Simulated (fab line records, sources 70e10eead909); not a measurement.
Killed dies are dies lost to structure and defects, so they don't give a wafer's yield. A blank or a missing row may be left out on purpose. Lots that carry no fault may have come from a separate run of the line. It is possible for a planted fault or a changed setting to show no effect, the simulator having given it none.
Which tool was responsible? | flow nand-harc | 39 wafers from 13 lots sampled at 4 of the route's 1302 steps

== WHAT EACH GAUGE READ, for each wafer ==
NHARC_END_SORT_01.
lot  | measured     | on        | defect-limited-yield (%) | killed-at-array | killed-at-other | killed-at-periphery | killed-dies | killed-open | killed-short | sort_bin_2_pct (%) | sort_bin_3_pct (%) | sort_bin_4_pct (%) | sort-n-pass | sort-rim-yield-pct (%) | sort-yield-pct (%)
L780 | day 24 18:06 | prober-01 | 87.1 88.2 88.0           | 83 78 76        | 1 0 1           | 3 2 4               | 87 80 81    | 4 2 6       | 3 1 1        | 4.7 3.0 4.4        | 1.5 0.6 0.3        | 6.6 8.3 7.2        | 590 597 596 | 86 91 84               | 87.1 88.2 88.0
L787 | day 27 20:29 | prober-02 | 46.4 94.2 45.8           | 21 37 22        | 0 0 0           | 342 2 345           | 363 39 367  | 2 4 0       | 1 2 2        | 17.1 1.6 19.2      | 3.7 0.4 3.8        | 32.8 3.7 31.2      | 314 638 310 | 46 95 48               | 46.4 94.2 45.8
L789 | day 28 16:40 | prober-02 | 91.1 47.3 43.9           | 58 27 39        | 0 0 1           | 2 330 340           | 60 357 380  | 5 2 5       | 3 0 2        | 2.8 17.6 21.0      | 1.0 4.7 4.9        | 5.0 30.4 30.3      | 617 320 297 | 95 52 40               | 91.1 47.3 43.9
L793 | day 30 09:25 | prober-02 | 88.5 91.0 92.8           | 77 59 48        | 1 0 0           | 0 2 1               | 78 61 49    | 1 1 3       | 5 2 1        | 5.2 3.1 2.1        | 0.4 1.0 0.4        | 5.9 4.9 4.7        | 599 616 628 | 88 91 90               | 88.5 91.0 92.8
L800 | day 35 08:07 | prober-01 | 88.2 88.2 91.3           | 73 74 56        | 1 0 0           | 6 6 3               | 80 80 59    | 3 3 4       | 3 1 3        | 3.5 4.4 3.0        | 0.6 0.6 0.4        | 7.7 6.8 5.3        | 597 597 618 | 92 92 92               | 88.2 88.2 91.3

== WHICH TOOL RAN EACH LOT (tool, then ch and the chambers of the sampled wafers, then the start) ==
lot  | NHARC_P_M1_ECD_22              | NHARC_THIN_TSV_CMP_21         | NHARC_THIN_TSV_DESCUM_35
L778 | ecd-cu-02 ch 0,1, day 6 07:06  | cmp-01 ch 0,1, day 24 00:02   | rie-diel-10 ch 0,1,2, day 24 01:47
L780 | ecd-cu-01 ch 1, day 6 23:17    | cmp-01 ch 0,1,3, day 24 06:44 | rie-diel-02 ch 2,3, day 24 08:25
L781 | ecd-cu-02 ch 0,1, day 7 09:31  | cmp-04 ch 0,1,3, day 25 10:10 | rie-diel-04 ch 1,2,3, day 25 11:56
L787 | ecd-cu-02 ch 0,1, day 10 01:34 | cmp-04 ch 0,1,2, day 27 10:00 | rie-diel-10 ch 0,1, day 27 11:34
L789 | ecd-cu-02 ch 0,1, day 10 18:44 | cmp-04 ch 0,1,2, day 28 07:19 | rie-diel-04 ch 0,1,2, day 28 09:05
L793 | ecd-cu-01 ch 0,1, day 12 12:31 | cmp-01 ch 1,2, day 29 21:54   | rie-diel-10 ch 0,2, day 29 23:40
L794 | ecd-cu-01 ch 0,1, day 13 01:19 | cmp-01 ch 1,3, day 30 18:08   | rie-diel-02 ch 2,3, day 30 19:53
L795 | ecd-cu-02 ch 0,1, day 13 14:52 | cmp-03 ch 0,3, day 31 09:15   | rie-diel-04 ch 0,1,2, day 31 10:53
L796 | ecd-cu-01 ch 0,1, day 13 16:14 | cmp-04 ch 1,3, day 31 13:40   | rie-diel-10 ch 1,2,3, day 31 15:25
L798 | ecd-cu-02 ch 0,1, day 14 15:08 | cmp-01 ch 0,2, day 32 07:26   | rie-diel-04 ch 2,3, day 32 09:18
L799 | ecd-cu-02 ch 0,1, day 15 02:40 | cmp-01 ch 1,3, day 32 23:41   | rie-diel-10 ch 0,1,2, day 33 01:17
L800 | ecd-cu-02 ch 0,1, day 15 18:14 | cmp-03 ch 0,1,2, day 34 19:48 | rie-diel-10 ch 0,1,3, day 34 21:34
L801 | ecd-cu-01 ch 0, day 16 00:18   | cmp-04 ch 0,2, day 34 01:05   | rie-diel-04 ch 0,2, day 34 02:50
- NHARC_P_M1_ECD_22: material Cu, target thk 400 nm.
- NHARC_THIN_TSV_CMP_21: polishes, t overpolish 30 s, target thk 2000 nm.
- NHARC_THIN_TSV_DESCUM_35: chemistry O2, time 3 s.

== WHAT THE TOOLS THEMSELVES READ (means of the sampled wafers that have a number; where no wafer has one, the mark that the record gives instead) ==
NHARC_THIN_TSV_CMP_21.
lot  | tool   | motor-current-A (A) | overpolish-run-s (s)
L778 | cmp-01 | 12.9                | 30.009
L780 | cmp-01 | 13.1                | 30.004
L781 | cmp-04 | 12.8                | 29.993
L787 | cmp-04 | 12.9                | 29.998
L789 | cmp-04 | 13.5                | 30.006
L793 | cmp-01 | 11.9                | 30.005
L794 | cmp-01 | 12.8                | 30.002
L795 | cmp-03 | 12.2                | 29.995
L796 | cmp-04 | 13.1                | 30.005
L798 | cmp-01 | 13.5                | 29.996
L799 | cmp-01 | 13.1                | 30.016
L800 | cmp-03 | 12.4                | 29.999
L801 | cmp-04 | 13.9                | 30.000

NHARC_THIN_TSV_DESCUM_35.
lot  | tool        | drypump-motor-current-A (A) | oes-product-au (a.u.) | rf-vpp-V (V) | showerhead-plenum-p-Torr (Torr) | throttle-valve-pct (%)
L778 | rie-diel-10 | 5.8                         | 1.001                 | 57.2         | 1.86                            | 11.319
L780 | rie-diel-02 | 5.6                         | 0.991                 | 57.9         | 1.85                            | 11.308
L781 | rie-diel-04 | 5.9                         | 0.997                 | 57.4         | 1.83                            | 11.302
L787 | rie-diel-10 | 5.7                         | 0.997                 | 57.5         | 1.92                            | 11.310
L789 | rie-diel-04 | 5.9                         | 1.000                 | 57.7         | 1.85                            | 11.319
L793 | rie-diel-10 | 6.0                         | 1.002                 | 57.3         | 1.79                            | 11.310
L794 | rie-diel-02 | 5.5                         | 0.991                 | 57.0         | 1.82                            | 11.310
L795 | rie-diel-04 | 5.9                         | 1.008                 | 57.0         | 1.85                            | 11.318
L796 | rie-diel-10 | 5.8                         | 0.999                 | 58.6         | 1.84                            | 11.321
L798 | rie-diel-04 | 6.2                         | 1.004                 | 57.0         | 1.86                            | 11.323
L799 | rie-diel-10 | 5.8                         | 1.007                 | 57.8         | 1.85                            | 11.311
L800 | rie-diel-10 | 6.0                         | 0.990                 | 58.3         | 1.85                            | 11.312
L801 | rie-diel-04 | 6.1                         | 0.994                 | 56.8         | 1.87                            | 11.313

== THE ANSWER, worked out from the rows above alone ==
Rule: the usual values come from the lots themselves. Put in order of their means at a reading, lots are off if they are a third of the lots or fewer, leave a main group of 4 or more, and stand apart from it by a gap of 3 or more times the standard deviation of the main group's means; of several such gaps the widest counts. If all means in a main group match to the digits the tables above print for the reading, that group is not used. Also off: a lot with no number at a reading for which 4 or more lots have one. The other lots that the step has rows for count as sound. The gauges are gone through in route order, then the tools' own readings, and for those a lot's mean is taken as printed above. At the first step where some lot is off, the reading lying furthest off is the one used; lots without a number count as furthest.
Nothing can be told from this: no lot is off at any reading shown.

== WHAT THE SIMULATOR HAD PUT IN ==
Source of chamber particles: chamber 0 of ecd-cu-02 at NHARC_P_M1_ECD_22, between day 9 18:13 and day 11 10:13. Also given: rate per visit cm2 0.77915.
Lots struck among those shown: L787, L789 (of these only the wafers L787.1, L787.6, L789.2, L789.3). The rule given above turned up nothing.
